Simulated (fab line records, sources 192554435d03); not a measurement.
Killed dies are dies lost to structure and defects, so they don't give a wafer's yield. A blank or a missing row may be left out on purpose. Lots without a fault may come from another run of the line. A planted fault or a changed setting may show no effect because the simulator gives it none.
Split-lot experiment | flow n5_finfet | 7 lots, 21 wafers read, on a route of 1938 steps

THE SPLIT
At N5_HKMG_FIN_ETCH_58 (etches SOC in N2/H2, target depth 215.8 nm, time 741 s), the setting source_w was moved away from the recipe's 875 W on 3 of the 21 wafers read, by -13.2% to -8.1%. The other wafers ran this setting at the recipe's value.

The reading is taken at the split's own step.

THE READING
rf_vpp_V, in V, at N5_HKMG_FIN_ETCH_58 (etches SOC in N2/H2, target depth 215.8 nm, time 741 s). Fault-free wafers of this fab line usually give 99.4 V, standard deviation 0.92 V.

wafer  | tool, chamber at the split | source_w as run, W | against the recipe | rf_vpp_V, V | against lot-mates on the recipe
L074.1 | rie_diel-01, 3             | 875                | recipe             | 100.9       | -
L074.3 | rie_diel-01, 0             | 875                | recipe             | 99.6        | -
L074.5 | rie_diel-01, 0             | 875                | recipe             | 99.3        | -
L076.2 | rie_diel-05, 2             | 875                | recipe             | 99.3        | -
L076.3 | rie_diel-05, 0             | 875                | recipe             | 98.8        | -
L076.5 | rie_diel-05, 3             | 875                | recipe             | 99.5        | -
L082.4 | rie_diel-01, 3             | 875                | recipe             | 98.8        | -
L082.5 | rie_diel-01, 3             | 875                | recipe             | 99.8        | -
L082.6 | rie_diel-01, 0             | 875                | recipe             | 100.6       | -
L083.1 | rie_diel-06, 3             | 875                | recipe             | 98.3        | -
L083.3 | rie_diel-06, 0             | 875                | recipe             | 99.2        | -
L083.5 | rie_diel-06, 1             | 875                | recipe             | 98.7        | -
L084.2 | rie_diel-05, 3             | 875                | recipe             | 99.5        | -
L084.3 | rie_diel-05, 1             | 875                | recipe             | 99.3        | -
L084.4 | rie_diel-05, 2             | 875                | recipe             | 99.2        | -
L088.1 | rie_diel-05, 3             | 759.5              | -13.2%             | 104.3       | +5.7
L088.2 | rie_diel-05, 1             | 759.5              | -13.2%             | 105.2       | +6.6
L088.3 | rie_diel-05, 2             | 875                | recipe             | 98.6        | -
L090.1 | rie_diel-06, 1             | 875                | recipe             | 98.5        | -
L090.2 | rie_diel-06, 2             | 804.5              | -8.1%              | 103.5       | +5.7
L090.4 | rie_diel-06, 1             | 875                | recipe             | 97.1        | -

THE FIT
A straight line over all 21 wafers: rf_vpp_V changes by -0.44 V for each +1% of source_w; r = -0.92; the points scatter about the line by 0.84 V.
The same after taking each lot's own level away (the mean of its wafers on the recipe; 21 wafers): -0.501 V for each +1%; r = -0.96; scatter 0.66 V.
On that fit, the largest move of source_w shifts the reading by 6.6 V.
The lots' own levels span 97.80 to 99.93 V, that is 2.3 times the standard deviation above.
So the lot-to-lot level changes the slope: the two fits differ.
Check: with one of the wafers moved furthest among these (-13.2%) left out of the fit, the line predicts +7.34 V for it against its lot-mates. It came out at +5.7 V against them.
Tool readings at the split's step, against how far the setting was moved: rf_vpp_V r = -0.92.

OTHER SPLITS ON THESE WAFERS
These wafers also went through other splits before the reading. Each is held against what the fit with the lots' levels taken away leaves over:
other split on the same wafers     | wafers away from the commonest value | r with rf_vpp_V (lot level and that fit taken away)
N5_SD_EPI_N_PEB_07 peb_time_s      | 9                                    | -0.10
N5_SD_EPI_N_ETCH_16 target_depth_a | 5                                    | -0.11
N5_SD_EPI_N_EPI_21 time_s          | 4                                    | +0.24
N5_ILD0_ALD_15 ald_cycles          | 6                                    | +0.06
N5_HKMG_FIN_ETCH_54 bias_w         | 5                                    | +0.31

THE WHOLE CHAIN: every reading that the file lists as answering this split, in the file's order
step                | what it does                                           | reading                                                                         | change (the file's fit)              | r (the file's)
N5_HKMG_FIN_ETCH_58 | etches SOC in N2/H2, target depth 215.8 nm, time 741 s | rf_vpp_V                                                                        | -0.533 V for each +1% of the setting | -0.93
N5_HKMG_FIN_ETCH_58 | etches SOC in N2/H2, target depth 215.8 nm, time 741 s | SOC_of_HKMG_FIN_COAT_41.thk_nm (the simulator's own value, which no gauge read) | -2.03 nm for each +1% of the setting | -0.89
N5_HKMG_FIN_ETCH_58 | etches SOC in N2/H2, target depth 215.8 nm, time 741 s | etch.depth_nm (the simulator's own value, which no gauge read)                  | +2.03 nm for each +1% of the setting | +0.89
N5_HKMG_FIN_ETCH_58 | etches SOC in N2/H2, target depth 215.8 nm, time 741 s | HKMG_FIN.feature_depth_nm (the simulator's own value, which no gauge read)      | +2.02 nm for each +1% of the setting | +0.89

THE FILE'S OWN FIT
rf_vpp_V changes by -0.533 V for each +1% of source_w, r = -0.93.
